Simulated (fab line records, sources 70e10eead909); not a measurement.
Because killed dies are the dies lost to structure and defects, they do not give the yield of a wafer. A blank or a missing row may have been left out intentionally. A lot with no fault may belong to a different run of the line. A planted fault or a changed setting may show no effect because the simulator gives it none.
Matching of chambers + flow nand_harc + NHARC_A_M1_PRE_CLEAN_32 on pecvd-03 has 3 sister chambers
The step time 12 s. 6 wafers are shown with their chamber, then 8 later ones without.

== EACH WAFER AND ITS CHAMBER ==
| wafer  | chamber | heater_power_w (W) | susceptor_temp_C (C) |
|--------|---------|--------------------|----------------------|
| L080.6 | 1       | 697                | 369.70               |
| L084.6 | 2       | 683                | 369.77               |
| L086.1 | 0       | 594                | 369.80               |
| L086.2 | 1       | 712                | 370.07               |
| L086.6 | 2       | 709                | 369.88               |
| L087.2 | 0       | 613                | 370.71               |

== WAFERS WITH NO CHAMBER GIVEN ==
| wafer  | heater_power_w (W) | susceptor_temp_C (C) |
|--------|--------------------|----------------------|
| L087.5 | 694                | 369.61               |
| L087.6 | 638                | 370.09               |
| L092.1 | 699                | 370.11               |
| L092.5 | 692                | 369.75               |
| L092.6 | 671                | 369.86               |
| L093.1 | 667                | 370.26               |
| L093.3 | 672                | 370.06               |
| L093.6 | 667                | 370.03               |

== WHICH CHAMBER EACH WENT THROUGH ==
| wafer  | from the rows above     | in truth |
|--------|-------------------------|----------|
| L087.5 | can't be placed: 2 or 1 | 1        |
| L087.6 | can't be placed: 0 or 2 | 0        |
| L092.1 | can't be placed: 1 or 2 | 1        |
| L092.5 | can't be placed: 2 or 1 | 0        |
| L092.6 | can't be placed: 2 or 1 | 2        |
| L093.1 | can't be placed: 2 or 1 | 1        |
| L093.3 | can't be placed: 2 or 1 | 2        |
| L093.6 | can't be placed: 2 or 1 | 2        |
0 of 8 placed correctly. Can't be placed from these rows: 8 (the true chamber is among the candidates in 7). Placed wrongly: 0.
How it was worked out, from the rows above alone: a wafer's distance from a chamber is the root of the sum, over the readings, of the square of ((its reading less the chamber's mean) divided by the reading's scatter). The wafer belongs to the nearest chamber; if the next one is less than 2 further off, it can't be placed. A chamber's mean is the mean of its shown wafers. How the scatter is found: for the shown wafers, subtract from each reading the mean of its chamber, square and add these, divide the total by (wafers less chambers), then take the root.
